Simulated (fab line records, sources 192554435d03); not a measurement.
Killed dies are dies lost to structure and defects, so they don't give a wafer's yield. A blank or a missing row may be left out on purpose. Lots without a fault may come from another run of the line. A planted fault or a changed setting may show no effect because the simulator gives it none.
fab line records | flow n5_finfet
record lots=6 wafers=18 last_day=17
route steps=1938 shown BEOL_M1@799 BEOL_M4@1111 PASSIVATION@1936
lots that met no fault: from a run of the same line without faults
start_h: hours from the record's first day to the start of the lot's first wafer shown | wait_h: hours since the lot's step before | " the same as in the row above | L1.1+2: a row that stands for several wafers | - no value, or no start given | * or withheld: withheld | < > ~ a bound
route shown NAME@n: a module of which the file shows steps, and the number in the route of the first | usual: mean/standard deviation of fault-free wafers | same: alike in all rows | chamber/n: place in a boat | sites: the reading at each site | _std_site: their standard deviation | _edge_site: outer sites' mean less inner sites' | radius_mm: how far each site lies from the wafer's centre | mask NAME#n: copy n | behind: the tool/chamber that last shaped the wafer | hold: why the lot was held/for how many hours/how that ended | device: the transistor (n, p or np) that didn't switch | end of line: the same wafers' tests at the end of the route | a step without rows: its recipe alone | killed: dies lost to structure and defects at the first sort, not the wafer's yield | map: a wafer's dies, x killed, . not, _ none there
set.NAME: the setting as run; set.NAME@STEP: as run at that earlier step | model.NAME: the simulator's own value behind a step, which no gauge read
lots at some steps of the route; a table a step, a row a wafer
services: from which hour (start_h, from the record's first day; less than 0 if before it) a tool's chamber was out of use, for how many hours, and why
## steps
# step N5_BEOL_M1_STRIP_36
# recipe chemistry=N2/H2 power_w=450 temp_c=40 pressure_mtorr=20 rf_frequency_hz=6e+07 overash_fraction=0.3 bias_power_w=7 h2_frac=0.5 n2_flow_sccm=200 h2_flow_sccm=200
# step N5_BEOL_M1_TRENCH_ETCH_37
# recipe chemistry=C4F6/O2 target_depth_a=552.07 target=SiOC time_s=29 ion_energy_ev=250 pressure_mtorr=30 source_w=355 bias_w=185 Ar_flow_sccm=300 C4F6_flow_sccm=10 O2_flow_sccm=10
# step N5_BEOL_M1_ETCH_41
# recipe chemistry=CH3F/O2 target=SiCN target_depth_a=319 taper_deg=2 time_s=57.8 ion_energy_ev=120 mask_material=TiN pressure_mtorr=30 source_w=395 bias_w=75 Ar_flow_sccm=150 CH3F_flow_sccm=30 O2_flow_sccm=20
# step N5_BEOL_M1_STRIP_97
# recipe chemistry=N2/H2 time_s=10 power_w=450 temp_c=40 pressure_mtorr=20 rf_frequency_hz=6e+07 bias_power_w=7 n2_flow_sccm=200 h2_flow_sccm=200
# step N5_BEOL_M1_OCD_MEAS_38
# usual trench_depth_nm=55.3/1.4
# columns lot.wafer tool chamber start_h wait_h trench_depth_nm
L724.2 ocd-02 - 158.11 - 55.7
L724.4 " - " " 57.0
L724.6 " - " " 53.9
L725.1 ocd-01 - 170.56 - 56.3
L725.3 " - " " 55.9
L725.5 " - " " 56.5
L730.3 ocd-01 - 198.32 - 54.4
L730.4 " - " " 56.8
L730.6 " - " " 52.0
L732.2 ocd-01 - 210.47 - 56.8
L732.4 " - " " 54.5
L732.5 " - " " 56.4
L736.1 ocd-01 - 240.25 - 55.7
L736.4 " - " " 56.5
L736.6 " - " " 55.0
L740.1 ocd-02 - 257.52 - 56.7
L740.2 " - " " 55.0
L740.4 " - " " 55.9
# step N5_BEOL_M1_HM_STRIP_39
# recipe chemistry=peroxide_tin_strip material=TiN target_depth_a=250 temp_c=50 time_s=158
# step N5_BEOL_M1_SRD_40
# recipe time_s=30 temp_c=23 rinse_liquid=diw dry=ipa_marangoni
# step N5_BEOL_M1_PRECLEAN_42
# recipe chemistry=residue_remover time_s=60 temp_c=40
# step N5_BEOL_M1_SRD_43
# recipe time_s=30 temp_c=23 rinse_liquid=diw dry=ipa_marangoni
# step N5_BEOL_M1_CD_MEAS_35
# recipe target_cd_nm=18 target_cd_y_nm=21 polarity=opening
# usual cd_nm=18.0/0.48
# columns lot.wafer tool chamber start_h wait_h cd_nm
L724.2 cd_sem-02 - 158.26 0.0 17.9
L724.4 " - " " 17.6
L724.6 " - " " 17.7
L725.1 cd_sem-01 - 170.71 0.0 17.7
L725.3 " - " " 18.2
L725.5 " - " " 18.2
L730.3 cd_sem-02 - 198.47 0.0 18.1
L730.4 " - " " 18.6
L730.6 " - " " 18.2
L732.2 cd_sem-01 - 210.62 0.0 18.4
L732.4 " - " " 17.9
L732.5 " - " " 17.9
L736.1 cd_sem-02 - 240.43 0.0 17.9
L736.4 " - " " 18.1
L736.6 " - " " 18.1
L740.1 cd_sem-02 - 257.68 0.0 18.5
L740.2 " - " " 18.2
L740.4 " - " " 17.9
# step N5_BEOL_M1_DEGAS_44
# recipe ambient=vacuum temp_c=250 time_s=60
# usual heater_power_w=324/27
# columns lot.wafer tool chamber start_h wait_h heater_power_w
L724.2 pvd_sputter-02 - 159.01 0.7 344
L724.4 " - " " 333
L724.6 " - " " 292
L725.1 pvd_sputter-02 - 171.02 0.3 358
L725.3 " - " " 290
L725.5 " - " " 316
L730.3 pvd_sputter-02 - 198.80 0.3 312
L730.4 " - " " 285
L730.6 " - " " 332
L732.2 pvd_sputter-01 - 210.89 0.3 305
L732.4 " - " " 381
L732.5 " - " " 381
L736.1 pvd_sputter-02 - 240.60 0.2 338
L736.4 " - " " 284
L736.6 " - " " 332
L740.1 pvd_sputter-01 - 257.86 0.2 369
L740.2 " - " " 317
L740.4 " - " " 315
# step N5_BEOL_M1_PRE_CLEAN_45
# recipe gas=H2/He time_s=30 temp_c=250
# step N5_BEOL_M1_ALD_84
# recipe material=TaN target_thk_a=* temp_c=275 ald_precursor_family=PDMAT ald_co_reactant=NH3 pressure_torr=3 carrier_flow_sccm=1500 pulse_time_s=2 purge_time_s=3 co_reactant_purge_time_s=2 co_reactant_pulse_time_s=3 ald_cycles=30 precursor_vessel_temp_c=75 precursor_vessel_pressure_torr=26.25 precursor_vessel_carrier_sccm=1000
# usual ald_cycles=30/0 heater_power_w=429/31
# columns lot.wafer tool chamber start_h wait_h ald_cycles heater_power_w since_wet_clean_h model.TaN_of_BEOL_M1_ALD_84.thk_nm
L724.2 ald_metal-04 2 159.13 0.1 30 452 5976 *
L724.4 " 1 " " 30 439 5976 *
L724.6 " 0 " " 30 399 - *
L725.1 ald_metal-02 2 171.12 0.0 30 441 1372 *
L725.3 " 1 " " 30 441 1372 *
L725.5 " 3 " " 30 416 - *
L730.3 ald_metal-04 3 198.99 0.1 30 437 6016 *
L730.4 " 2 " " 30 449 6016 *
L730.6 " 2 " " 30 445 - *
L732.2 ald_metal-03 0 210.99 0.0 30 468 4489 *
L732.4 " 2 " " 30 392 4489 *
L732.5 " 3 " " 30 483 - *
L736.1 ald_metal-04 2 240.93 0.3 30 455 6058 *
L736.4 " 3 " " 58 448 6058 *
L736.6 " 2 " " 30 445 - *
L740.1 ald_metal-04 0 257.96 0.0 30 395 6075 *
L740.2 " 1 " " 30 443 6075 *
L740.4 " 3 " " 58 439 6075 *
# step N5_BEOL_M1_SURFACE_TREAT_85
# recipe gas=Ar time_s=* ion_energy_ev=* ion_current_ma_cm2=0.5 pressure_mtorr=* ar_flow_sccm=30
# usual throttle_valve_pct=*
# columns lot.wafer tool chamber start_h wait_h throttle_valve_pct
L724.2 pvd_sputter-02 - 159.65 0.4 *
L724.4 " - " " *
L724.6 " - " " *
L725.1 pvd_sputter-03 - 171.44 0.2 *
L725.3 " - " " *
L725.5 " - " " *
L730.3 pvd_sputter-03 - 199.27 0.2 *
L730.4 " - " " *
L730.6 " - " " *
L732.2 pvd_sputter-01 - 211.23 0.1 *
L732.4 " - " " *
L732.5 " - " " *
L736.1 pvd_sputter-03 - 241.95 0.9 *
L736.4 " - " " *
L736.6 " - " " *
L740.1 pvd_sputter-02 - 258.47 0.4 *
L740.2 " - " " *
L740.4 " - " " *
# step N5_BEOL_M1_CVD_47
# recipe material=Co target_thk_a=30 temp_c=withheld precursor=CCTBA/H2 pressure_torr=30 time_s=223.8
# step N5_BEOL_M1_SPUTTER_48
# recipe material=Cu target_thk_a=45 temp_c=-20 chamber_pressure_pa=0.07 power_w=withheld time_s=8.29
# usual throttle_valve_pct=30.1/0.98
# columns lot.wafer tool chamber start_h wait_h throttle_valve_pct
L724.2 pvd_sputter-02 - 159.87 0.1 31.4
L724.4 " - " " 29.6
L724.6 " - " " 30.7
L725.1 pvd_sputter-03 - 171.72 0.2 29.5
L725.3 " - " " 28.4
L725.5 " - " " 30.1
L730.3 pvd_sputter-02 - 199.49 0.1 30.4
L730.4 " - " " 31.7
L730.6 " - " " 31.1
L732.2 pvd_sputter-01 - 211.51 0.2 31.1
L732.4 " - " " 29.2
L732.5 " - " " 29.1
L736.1 pvd_sputter-03 - 242.23 0.2 30.2
L736.4 " - " " 29.6
L736.6 " - " " 29.6
L740.1 pvd_sputter-03 - 260.06 0.9 30.2
L740.2 " - " " 29.5
L740.4 " - " " 28.2
# step N5_BEOL_M1_ANNEAL_49
# recipe temp_c=400 time_s=240 ambient=vacuum
# step N5_BEOL_M1_SPUTTER_79
# recipe material=Cu target_thk_a=45 temp_c=-20 chamber_pressure_pa=0.07 power_w=withheld time_s=8.29
# step N5_BEOL_M1_ANNEAL_80
# recipe temp_c=400 time_s=240 ambient=vacuum
# step N5_BEOL_M1_SPUTTER_81
# recipe material=Cu target_thk_a=45 temp_c=-20 chamber_pressure_pa=0.07 power_w=withheld time_s=8.29
# step N5_BEOL_M1_ANNEAL_82
# recipe temp_c=400 time_s=240 ambient=vacuum
# step N5_BEOL_M1_SPUTTER_86
# recipe material=Cu target_thk_a=45 temp_c=-20 chamber_pressure_pa=0.07 power_w=withheld time_s=8.29
# step N5_BEOL_M1_ANNEAL_87
# recipe temp_c=400 time_s=240 ambient=vacuum
# step N5_BEOL_M1_SPUTTER_88
# recipe material=Cu target_thk_a=45 temp_c=-20 chamber_pressure_pa=0.07 power_w=withheld time_s=8.29
# step N5_BEOL_M1_ANNEAL_89
# recipe temp_c=400 time_s=240 ambient=vacuum
# step N5_BEOL_M1_SPUTTER_90
# recipe material=Cu target_thk_a=45 temp_c=-20 chamber_pressure_pa=0.07 power_w=withheld time_s=8.29
# step N5_BEOL_M1_ANNEAL_91
# recipe temp_c=400 time_s=240 ambient=vacuum
# usual heater_power_w=811/69 susceptor_temp_C_max=401.0/0.44
# columns lot.wafer tool chamber start_h wait_h heater_power_w susceptor_temp_C_max
L724.2 pvd_sputter-02 - 161.05 0.0 834 400.9
L724.4 " - " " 874 400.8
L724.6 " - " " 724 401.2
L725.1 pvd_sputter-03 - 172.90 0.0 829 401.1
L725.3 " - " " 812 401.2
L725.5 " - " " 786 401.2
L730.3 pvd_sputter-02 - 200.67 0.0 723 401.3
L730.4 " - " " 806 400.3
L730.6 " - " " 800 401.0
L732.2 pvd_sputter-01 - 212.69 0.0 769 401.1
L732.4 " - " " 804 401.7
L732.5 " - " " 908 401.1
L736.1 pvd_sputter-03 - 243.41 0.0 720 401.2
L736.4 " - " " 827 400.9
L736.6 " - " " 836 401.0
L740.1 pvd_sputter-03 - 261.24 0.0 772 401.0
L740.2 " - " " 836 401.2
L740.4 " - " " 793 401.1
# step N5_BEOL_M1_SPUTTER_92
# recipe material=Cu target_thk_a=45 temp_c=-20 chamber_pressure_pa=0.07 power_w=withheld time_s=8.29
# usual throttle_valve_pct=30.1/0.98
# columns lot.wafer tool chamber start_h wait_h throttle_valve_pct
L724.2 pvd_sputter-02 - 161.19 0.1 31.4
L724.4 " - " " 29.9
L724.6 " - " " 30.4
L725.1 pvd_sputter-03 - 173.04 0.1 29.5
L725.3 " - " " 28.3
L725.5 " - " " 30.5
L730.3 pvd_sputter-02 - 200.81 0.1 30.5
L730.4 " - " " 31.4
L730.6 " - " " 30.9
L732.2 pvd_sputter-01 - 212.83 0.1 31.1
L732.4 " - " " 29.2
L732.5 " - " " 29.0
L736.1 pvd_sputter-03 - 243.55 0.1 30.3
L736.4 " - " " 29.7
L736.6 " - " " 29.9
L740.1 pvd_sputter-03 - 261.38 0.1 29.8
L740.2 " - " " 29.4
L740.4 " - " " 28.4
# step N5_BEOL_M1_ANNEAL_93
# recipe temp_c=400 time_s=240 ambient=vacuum
# step N5_BEOL_M1_SPUTTER_94
# recipe material=Cu target_thk_a=45 temp_c=-20 chamber_pressure_pa=0.07 power_w=withheld time_s=8.29
# step N5_BEOL_M1_ANNEAL_95
# recipe temp_c=400 time_s=240 ambient=vacuum
# step N5_BEOL_M1_SPUTTER_96
# recipe material=Cu target_thk_a=45 temp_c=-20 chamber_pressure_pa=0.07 power_w=withheld time_s=8.29
# step N5_BEOL_M1_ECD_50
# recipe material=Cu target_thk_a=3000
# step N5_BEOL_M1_ANNEAL_51
# recipe temp_c=225 time_s=90 ambient=N2
# step N5_BEOL_M1_CMP_52
# recipe stop_on=SiOC t_overpolish_s=6.8 down_force_psi=1 platen_rpm=50 clearing_platen_down_force_psi=1.5 clearing_platen_rpm=50 post_cmp_clean=cu_alkaline target_thk_nm=40 clearing_platen_pad_velocity_m_s=0.99484 pad_velocity_m_s=0.99484
# step N5_BEOL_M1_THK_MEAS_53
# recipe thk_meas_gauge=xrf reads=Cu_of_BEOL_M1_ECD_50
# usual M1_THK=40.4/1.8
# columns lot.wafer tool chamber start_h wait_h M1_THK[nm]
L724.2 film_metro-01 - 162.41 - 40.1
L724.4 " - " " 40.8
L724.6 " - " " 39.6
L725.1 film_metro-01 - 174.29 - 37.2
L725.3 " - " " 42.2
L725.5 " - " " 40.9
L730.3 film_metro-01 - 202.04 - 38.8
L730.4 " - " " 41.0
L730.6 " - " " 43.4
L732.2 film_metro-01 - 214.06 - 37.7
L732.4 " - " " 43.4
L732.5 " - " " 41.1
L736.1 film_metro-01 - 244.78 - 40.0
L736.4 " - " " 38.7
L736.6 " - " " 38.1
L740.1 film_metro-01 - 262.71 - 42.3
L740.2 " - " " 42.4
L740.4 " - " " 39.4
# step N5_BEOL_M1_PRE_CLEAN_60
# recipe gas=NH3/H2 time_s=15 temp_c=* rf_power_w=300
# step N5_BEOL_M1_CO_CAP_55
# recipe material=Co target_thk_a=20 temp_c=200 precursor=CCTBA/H2 pressure_torr=30 time_s=102.1
# step N5_BEOL_M1_PRE_CLEAN_56
# recipe gas=NH3 time_s=15 temp_c=withheld rf_power_w=300
# step N5_BEOL_M1_DEP_57
# recipe material=SiCN target_thk_a=80 temp_c=withheld precursor=3MS/NH3 pressure_torr=3 rf_w=202 time_s=14
# step N5_BEOL_M1_RS_MEAS_58
# recipe thk_meas_gauge=four-point-probe reads=Co_of_BEOL_M1_CO_CAP_55+Cu_of_BEOL_M1_ECD_50+Co_of_BEOL_M1_CVD_47+TaN_of_BEOL_M1_ALD_84
# usual M1_RS=0.67/0.04
# columns lot.wafer tool chamber start_h wait_h M1_RS[ohm/sq]
L724.2 film_metro-01 - 162.67 0.1 0.68
L724.4 " - " " 0.66
L724.6 " - " " 0.69
L725.1 film_metro-01 - 174.68 0.1 0.75
L725.3 " - " " 0.64
L725.5 " - " " 0.67
L730.3 film_metro-01 - 202.30 0.1 0.70
L730.4 " - " " 0.65
L730.6 " - " " 0.61
L732.2 film_metro-01 - 214.32 0.1 0.74
L732.4 " - " " 0.61
L732.5 " - " " 0.66
L736.1 film_metro-01 - 245.23 0.2 0.67
L736.4 " - " " 0.71
L736.6 " - " " 0.72
L740.1 film_metro-01 - 262.97 0.0 0.63
L740.2 " - " " 0.62
L740.4 " - " " 0.69
# step N5_BEOL_M1_INSPECT_59
# recipe inspect_instrument=darkfield mode=post_dep
# usual raw_defect_count=66/20
# columns lot.wafer tool chamber start_h wait_h raw_defect_count
L724.2 defect_inspect-01 - 162.70 0.0 79
L724.4 " - " " 86
L724.6 " - " " 49
L725.1 defect_inspect-01 - 174.70 0.0 33
L725.3 " - " " 63
L725.5 " - " " 46
L730.3 defect_inspect-01 - 202.33 0.0 57
L730.4 " - " " 59
L730.6 " - " " 90
L732.2 defect_inspect-02 - 214.34 0.0 78
L732.4 " - " " 51
L732.5 " - " " 51
L736.1 defect_inspect-01 - 245.27 0.0 51
L736.4 " - " " 54
L736.6 " - " " 76
L740.1 defect_inspect-01 - 263.00 0.0 46
L740.2 " - " " 45
L740.4 " - " " 43
# step N5_BEOL_M4_RC_MEAS_101
# usual DIBL_N=36.8/2.2 DIBL_P=37.1/2.8 IOFF_N=0.17/0.04 IOFF_P=0.22/0.049 ION_N=672/16 ION_P=460/9.2 SERP_M1=196/21 SERP_M1_max_site=209/23 SS_N=71.6/0.69 SS_P=73.5/0.78 VT_N=249/3.6 VT_P=-250/3.9
# columns lot.wafer tool chamber start_h wait_h DIBL_N[mV/V] DIBL_P[mV/V] IOFF_N[nA/um] IOFF_P[nA/um] ION_N[uA/um] ION_P[uA/um] SERP_M1[ohm/um] SERP_M1_max_site[ohm/um] SS_N[mV/dec] SS_P[mV/dec] VT_N[mV] VT_P[mV]
L724.2 prober-02 0 187.06 0.2 37.5 36.6 0.19 0.20 673 445 205 213 71.3 73.9 246 -251
L724.4 " 0 " " 35.5 34.7 0.14 0.16 675 451 202 210 71.3 73.3 251 -256
L724.6 " 0 " " 34.3 34.1 0.14 0.16 685 458 192 206 71.0 72.9 249 -256
L725.1 prober-02 0 207.65 0.0 40.3 41.0 0.24 0.26 712 473 217 239 72.6 74.9 241 -249
L725.3 " 0 " " 40.2 41.3 0.23 0.28 681 460 189 195 72.5 73.7 244 -248
L725.5 " 0 " " 40.7 41.0 0.23 0.27 696 469 189 202 72.1 74.8 245 -249
L730.3 prober-02 0 235.72 0.3 38.3 39.0 0.21 0.25 701 472 187 212 72.8 73.5 246 -247
L730.4 " 0 " " 35.1 34.1 0.13 0.17 660 452 163 179 70.9 72.4 252 -254
L730.6 " 0 " " 36.6 37.5 0.19 0.21 703 470 172 179 71.9 73.9 247 -253
L732.2 prober-01 0 255.12 0.2 38.6 37.8 0.19 0.27 677 471 196 217 72.1 73.8 246 -244
L732.4 " 0 " " 39.4 39.5 0.21 0.32 670 469 194 210 72.6 74.0 246 -242
L732.5 " 0 " " 36.4 35.4 0.16 0.24 661 464 187 197 71.8 72.6 248 -246
L736.1 prober-02 0 280.02 0.0 34.5 33.2 0.15 0.18 669 458 186 212 70.5 72.3 248 -250
L736.4 " 0 " " 36.3 36.4 0.15 0.21 665 458 294 313 71.5 73.6 250 -251
L736.6 " 0 " " 34.2 33.5 0.12 0.18 659 459 225 241 71.7 73.2 253 -251
L740.1 prober-02 0 302.84 0.0 39.3 41.7 0.25 0.29 699 467 172 187 72.4 74.8 246 -249
L740.2 " 0 " " 34.7 37.2 0.15 0.22 696 471 179 192 71.4 73.1 246 -250
L740.4 " 0 " " 34.2 35.6 0.14 0.18 671 461 285 310 71.9 73.4 250 -253
# sites SERP_M1 radius_mm=0,75,75,75,75,140,140,140,140
L724.2 207 202 213 205 207 202 193 205 196
L725.1 212 207 202 203 217 226 230 224 239
L730.3 186 199 187 185 200 212 180 187 203
L732.2 217 209 196 200 210 187 192 193 188
L736.1 170 186 186 185 184 207 206 207 212
L740.1 154 172 165 159 161 174 181 187 178
# step N5_PASSIVATION_PROBE_49
# usual defect_limited_yield=91.1/1.5 killed_at_M0_to_M3=35/11 killed_at_M4_up=13/5.7 killed_at_contacts=12/5.7 killed_at_front_end=40/11 killed_at_other=4/4.4 killed_dies=105/18 killed_open=68/14 killed_short=34/7.4 sort_bin_4_leakage=0.00/0.011 sort_bin_5_function=5.2/1 sort_bin_6_memory=3.3/0.67 sort_bin_8_speed=0.04/0.29 sort_n_pass=1074/18
# same gross_dies=1180 killed_at_back_side=0
# columns lot.wafer tool chamber start_h wait_h defect_limited_yield[%] killed_at_M0_to_M3 killed_at_M4_up killed_at_contacts killed_at_front_end killed_at_other killed_dies killed_open killed_short sort_bin_4_leakage[%] sort_bin_5_function[%] sort_bin_6_memory[%] sort_bin_8_speed[%] sort_n_pass
L724.2 prober-01 - 291.37 0.1 90.7 41 15 6 42 6 110 75 34 0 5.5 3.6 0 1070
L724.4 prober-01 - 291.47 0.2 91.7 34 12 16 30 6 98 69 26 0 4.7 3.5 0 1082
L724.6 prober-01 - 291.57 0.3 89.7 42 11 14 40 15 122 69 49 0 5.8 4.3 0 1058
L725.1 prober-01 - 313.13 0.0 90.0 43 8 21 45 1 118 80 33 0.08 6.4 3.5 0 1061
L725.3 prober-01 - 313.23 0.1 90.8 34 13 5 55 2 109 69 36 0 5.3 3.7 0.08 1071
L725.5 prober-01 - 313.33 0.2 91.9 34 19 8 34 1 96 52 38 0 4.7 2.8 0 1084
L730.3 prober-01 - 327.58 0.1 92.7 35 7 8 34 2 86 61 25 0 4.0 3.1 0 1094
L730.4 prober-01 - 327.63 0.2 92.6 34 4 6 42 1 87 51 33 0 3.9 3.1 0 1093
L730.6 prober-01 - 327.73 0.3 92.6 27 21 13 23 3 87 61 23 0 3.8 3.4 0 1093
L732.2 prober-02 - 356.22 0.1 89.2 66 24 13 22 3 128 84 43 0 6.7 3.5 0 1052
L732.4 prober-02 - 356.32 0.2 91.2 43 12 14 33 2 104 68 33 0 4.9 3.4 0 1076
L732.5 prober-02 - 356.37 0.2 92.6 32 11 12 27 5 87 58 29 0 4.5 2.6 0 1093
L736.1 prober-01 - 383.10 0.0 92.8 23 16 18 27 1 85 60 24 0 4.7 2.3 0 1095
L736.4 prober-01 - 383.25 0.2 89.1 30 17 8 74 0 129 79 34 0 6.2 4.1 0.51 1051
L736.6 prober-01 - 383.35 0.3 92.9 18 15 12 37 2 84 52 30 0 4.1 3.0 0 1096
L740.1 prober-01 - 401.50 0.0 92.3 21 10 14 42 4 91 60 29 0 3.4 4.0 0 1089
L740.2 prober-01 - 401.55 0.1 92.9 39 12 7 22 4 84 52 30 0 4.3 2.5 0 1096
L740.4 prober-01 - 401.65 0.2 93.0 39 16 7 20 1 83 46 32 0 3.7 2.7 0.34 1097
# killed by level:class
L724.2 BEOL_M1:geometric_particle:open=16 BEOL_M0_SAQP:geometric_particle:open=9 DUMMY_GATE:geometric_particle:open=8 FIN_SAQP:geometric_particle:short=7 BEOL_M0_SAQP:geometric_particle:short=6 BEOL_M4:geometric_particle:open=6 FIN_SAQP:geometric_particle:open=5 MOL_CONTACT_COAG:geometric_particle:open=5
L724.4 MOL_CONTACT_COAG:geometric_particle:open=12 BEOL_M1:geometric_particle:open=10 BEOL_M3:geometric_particle:open=7 BEOL_M4:geometric_particle:open=7 STI_FIN_REVEAL:geometric_particle:open=5 GATE_CUT:geometric_particle:open=5 BEOL_M0_SAQP:geometric_particle:short=5 MOL_CONTACT_COAG:geometric_particle:short=4
L724.6 BEOL_M3:geometric_particle:open=11 MOL_CONTACT_COAG:geometric_particle:open=10 BEOL_M0_SAQP:geometric_particle:short=9 STI_FIN_REVEAL:geometric_particle:open=8 BEOL_M1:geometric_particle:open=7 ILD0:geometric_particle:open=6 BEOL_M1:geometric_particle:short=6 GATE_CUT:geometric_particle:short=5
L725.1 MOL_CONTACT_COAG:geometric_particle:open=17 BEOL_M3:geometric_particle:open=11 FIN_SAQP:geometric_particle:open=10 BEOL_M0_SAQP:geometric_particle:short=10 GATE_CUT:geometric_particle:open=6 STI_FIN_REVEAL:geometric_particle:open=5 BEOL_M0_SAQP:geometric_particle:open=5 BEOL_M1:geometric_particle:open=5
L725.3 FIN_SAQP:geometric_particle:open=15 FIN_SAQP:geometric_particle:short=10 BEOL_M3:geometric_particle:open=9 STI_FIN_REVEAL:geometric_particle:open=7 BEOL_M0_SAQP:geometric_particle:open=6 BEOL_M0_SAQP:geometric_particle:short=6 STI_FIN_REVEAL:geometric_particle:short=5 DUMMY_GATE:geometric_particle:open=5
L725.5 FIN_SAQP:geometric_particle:short=17 BEOL_M3:geometric_particle:open=9 FIN_SAQP:geometric_particle:open=8 BEOL_M0_SAQP:geometric_particle:short=8 MOL_CONTACT_COAG:geometric_particle:open=7 BEOL_M2:geometric_particle:open=6 BEOL_M4:geometric_particle:open=6 GATE_CUT:geometric_particle:short=4
L730.3 FIN_SAQP:geometric_particle:open=9 BEOL_M0_SAQP:geometric_particle:open=9 BEOL_M0_SAQP:geometric_particle:short=7 STI_FIN_REVEAL:geometric_particle:open=6 MOL_CONTACT_COAG:geometric_particle:open=6 BEOL_M2:geometric_particle:open=6 BEOL_M1:geometric_particle:open=5 FIN_SAQP:geometric_particle:short=4
L730.4 FIN_SAQP:geometric_particle:open=12 BEOL_M1:geometric_particle:open=11 BEOL_M0_SAQP:geometric_particle:short=8 BEOL_M0_SAQP:geometric_particle:open=6 GATE_CUT:geometric_particle:short=5 FIN_SAQP:geometric_particle:short=4 MOL_CONTACT_COAG:geometric_particle:open=4 STI_FIN_REVEAL:geometric_particle:open=3
L730.6 BEOL_M0_SAQP:geometric_particle:open=12 BEOL_M4:geometric_particle:open=12 MOL_CONTACT_COAG:geometric_particle:open=9 FIN_SAQP:geometric_particle:open=6 BEOL_M0_SAQP:geometric_particle:short=5 MOL_CONTACT_COAG:geometric_particle:short=4 BEOL_M1:geometric_particle:open=4 STARTING-WAFER:geometric_particle:short=3
L732.2 BEOL_M0_SAQP:geometric_particle:short=13 BEOL_M0_SAQP:geometric_particle:open=11 BEOL_M1:geometric_particle:open=11 MOL_CONTACT_COAG:geometric_particle:open=10 BEOL_M3:geometric_particle:open=9 BEOL_M4:geometric_particle:open=8 STI_FIN_REVEAL:geometric_particle:open=7 BEOL_M3:geometric_particle:short=7
L732.4 BEOL_M0_SAQP:geometric_particle:short=12 FIN_SAQP:geometric_particle:open=11 MOL_CONTACT_COAG:geometric_particle:open=9 BEOL_M0_SAQP:geometric_particle:open=9 BEOL_M3:geometric_particle:open=7 BEOL_M1:geometric_particle:open=6 STI_FIN_REVEAL:geometric_particle:open=5 MOL_CONTACT_COAG:geometric_particle:short=4
L732.5 BEOL_M0_SAQP:geometric_particle:short=11 FIN_SAQP:geometric_particle:open=7 GATE_CUT:geometric_particle:open=6 MOL_CONTACT_COAG:geometric_particle:open=6 MOL_CONTACT_COAG:geometric_particle:short=6 BEOL_M0_SAQP:geometric_particle:open=5 BEOL_M2:geometric_particle:open=5 GATE_CUT:geometric_particle:short=4
L736.1 MOL_CONTACT_COAG:geometric_particle:open=15 FIN_SAQP:geometric_particle:short=6 BEOL_M2:geometric_particle:open=6 BEOL_M0_SAQP:geometric_particle:open=5 BEOL_M4:geometric_particle:open=5 BEOL_M0:geometric_particle:open=4 BEOL_M1:geometric_particle:open=4 STARTING-WAFER:geometric_particle:open=4
L736.4 FIN_SAQP:geometric_particle:open=33 FIN_SAQP:geometric_particle:short=14 FIN_CUT:area_etch=8 MOL_CONTACT_COAG:geometric_particle:open=7 BEOL_M4:geometric_particle:open=7 BEOL_M1:geometric_particle:open=6 BEOL_M1:area_ecd=6 BEOL_M0_SAQP:geometric_particle:short=5
L736.6 FIN_SAQP:geometric_particle:open=9 MOL_CONTACT_COAG:geometric_particle:open=8 FIN_SAQP:geometric_particle:short=7 GATE_CUT:geometric_particle:short=5 BEOL_M0_SAQP:geometric_particle:open=5 BEOL_M2:geometric_particle:open=5 BEOL_M4:geometric_particle:open=5 MOL_CONTACT_COAG:geometric_particle:short=4
L740.1 DUMMY_GATE:geometric_particle:open=11 MOL_CONTACT_COAG:geometric_particle:open=11 FIN_SAQP:geometric_particle:short=5 GATE_CUT:geometric_particle:short=5 STI_FIN_REVEAL:geometric_particle:open=4 DUMMY_GATE:geometric_particle:short=4 GATE_CUT:geometric_particle:open=4 BEOL_M0_SAQP:geometric_particle:open=4
L740.2 STI_FIN_REVEAL:geometric_particle:open=9 BEOL_M0_SAQP:geometric_particle:short=6 BEOL_M1:geometric_particle:open=6 BEOL_M2:geometric_particle:open=6 BEOL_M3:geometric_particle:open=6 MOL_CONTACT_COAG:geometric_particle:open=4 BEOL_M0:geometric_particle:short=4 BEOL_M0:geometric_particle:open=3
L740.4 BEOL_M2:geometric_particle:open=14 GATE_CUT:geometric_particle:short=6 MOL_CONTACT_COAG:geometric_particle:open=6 BEOL_M0:geometric_particle:short=6 BEOL_M4:geometric_particle:short=5 STI_FIN_REVEAL:geometric_particle:open=4 BEOL_M1:area_ecd=4 BEOL_M0_SAQP:geometric_particle:short=3
## services
# columns tool chamber start_h hours kind
ald_metal-03 - 138.52 8.7 pm
pvd_sputter-01 - 144.28 0.7 repair
ald_metal-03 3 164.97 2.0 repair
pvd_sputter-02 - 177.09 4.0 repair
ald_metal-04 - 181.96 0.7 repair
ald_metal-02 0 184.69 15.6 repair
## key
first_sign step=N5_BEOL_M1_ALD_84 reading=ald_cycles direction=up sigmas=99+ usual=* struck=*
effect step=N5_BEOL_M4_RC_MEAS_101 reading=SERP_M1 direction=up sigmas=4.5 usual=196 struck=290
effect step=N5_BEOL_M4_RC_MEAS_101 reading=SERP_M1_max_site direction=up sigmas=4.5 usual=209 struck=312
model_effect step=N5_BEOL_M1_ALD_84 value=TaN_of_BEOL_M1_ALD_84.thk_nm without=* struck=*
met_at N5_BEOL_M1_ALD_84
struck_wafers L736.4,L740.4
onset_between 198.99 240.93
fault kind=process_parameter_drift tool=ald_metal-04 chamber=- onset_h=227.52 steps=N5_BEOL_M1_ALD_84 channel=ald_cycles offset=* shape=step end_h=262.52 scope=struck_wafers_only acts_in=* stated=*
